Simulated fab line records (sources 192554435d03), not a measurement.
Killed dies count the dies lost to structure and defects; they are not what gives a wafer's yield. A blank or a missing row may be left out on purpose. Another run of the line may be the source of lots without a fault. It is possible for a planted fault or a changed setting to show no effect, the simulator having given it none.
Split-lot trial    flow n5 finfet    21 wafers read from 7 lots, route of 1938 steps

## THE SPLIT
At N5_BEOL_M7_ETCH_61 (etches SiARC in CF4, target depth 45.5 nm, time 75.8 s), the setting source w was moved away from the recipe's 545 W on 5 of the 21 wafers read, by -11.2% to +11.4%. This setting was run at the recipe's value on the other wafers.

Reading taken at the split's own step.

## THE READING
rf vpp V, in V, at N5_BEOL_M7_ETCH_61 (etches SiARC in CF4, target depth 45.5 nm, time 75.8 s). On this fab line, fault-free wafers typically give 184.3 V with a standard deviation of 1.1 V.

wafer   tool, chamber at the split  source w as run, W  against the recipe  rf vpp V, V  against lot-mates on the recipe
L075.1  rie diel-02, 1              606.9               +11.4%              177.4        -5.8
L075.3  rie diel-02, 2              545                 recipe              182.8        -
L075.4  rie diel-02, 3              545                 recipe              183.5        -
L081.1  rie diel-05, 3              545                 recipe              183.1        -
L081.2  rie diel-05, 1              604.5               +10.9%              179.2        -3.5
L081.6  rie diel-05, 3              545                 recipe              182.3        -
L086.3  rie diel-05, 0              545                 recipe              186.0        -
L086.5  rie diel-05, 3              545                 recipe              184.0        -
L086.6  rie diel-05, 0              545                 recipe              185.7        -
L090.1  rie diel-05, 2              545                 recipe              184.9        -
L090.3  rie diel-05, 0              545                 recipe              185.7        -
L090.6  rie diel-05, 2              514                 -5.7%               189.6        +4.3
L094.1  rie diel-04, 3              516                 -5.3%               186.9        +3.0
L094.3  rie diel-04, 1              545                 recipe              183.7        -
L094.5  rie diel-04, 2              545                 recipe              184.2        -
L095.1  rie diel-05, 1              545                 recipe              186.2        -
L095.2  rie diel-05, 0              545                 recipe              185.9        -
L095.4  rie diel-05, 3              545                 recipe              182.6        -
L097.3  rie diel-05, 1              545                 recipe              183.8        -
L097.4  rie diel-05, 3              484.1               -11.2%              191.4        +6.9
L097.6  rie diel-05, 0              545                 recipe              185.2        -

FIT RESULTS
A straight line over all 21 wafers: rf vpp V changes by -0.593 V for each +1% of source w; r = -0.91; the points scatter about the line by 1.3 V.
The same after taking each lot's own level away (the mean of its wafers on the recipe; 21 wafers): -0.509 V for each +1%; r = -0.93; scatter 1 V.
Per that fit: largest source w move, reading shift of 5.8 V.
The span of the lots' own levels, 182.70 to 185.30 V, comes to 2.4 times the standard deviation stated above.
Thus the slope moves with the lot-to-lot level: the two fits are different.
Check: -5.44 V against its lot-mates is what the line predicts for one of the wafers moved furthest among these (+11.4%) when that wafer is left out of the fit. Against them it came out at -5.75 V.
Tool readings at the split's step, against how far the setting was moved: etch rf on time s r = -0.92; rf vpp V r = -0.91.

## THE OTHER SPLITS THESE WAFERS WENT THROUGH
Before the reading, these wafers also passed through other splits. Each is held against what the fit with the lots' levels taken away leaves over:
other split on the same wafers  wafers away from the commonest value  r with rf vpp V (lot level and that fit taken away)
N5_BEOL_M5_EXPOSE_25 dose mj    6                                     +0.21
N5_BEOL_M6_ILD_DEP_00 time s    4                                     +0.02
N5_BEOL_M6_COAT_05 spin rpm     7                                     -0.14

## THE WHOLE CHAIN: every reading that the file lists as answering this split, in the file's order
step                what it does                                            reading            change (the file's fit)               r (the file's)
N5_BEOL_M7_ETCH_61  etches SiARC in CF4, target depth 45.5 nm, time 75.8 s  etch rf on time s  withheld for each +1% of the setting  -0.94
N5_BEOL_M7_ETCH_61  etches SiARC in CF4, target depth 45.5 nm, time 75.8 s  rf vpp V           -0.507 V for each +1% of the setting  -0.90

## THE FILE'S OWN FIT
rf vpp V changes by -0.507 V for each +1% of source w, r = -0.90.
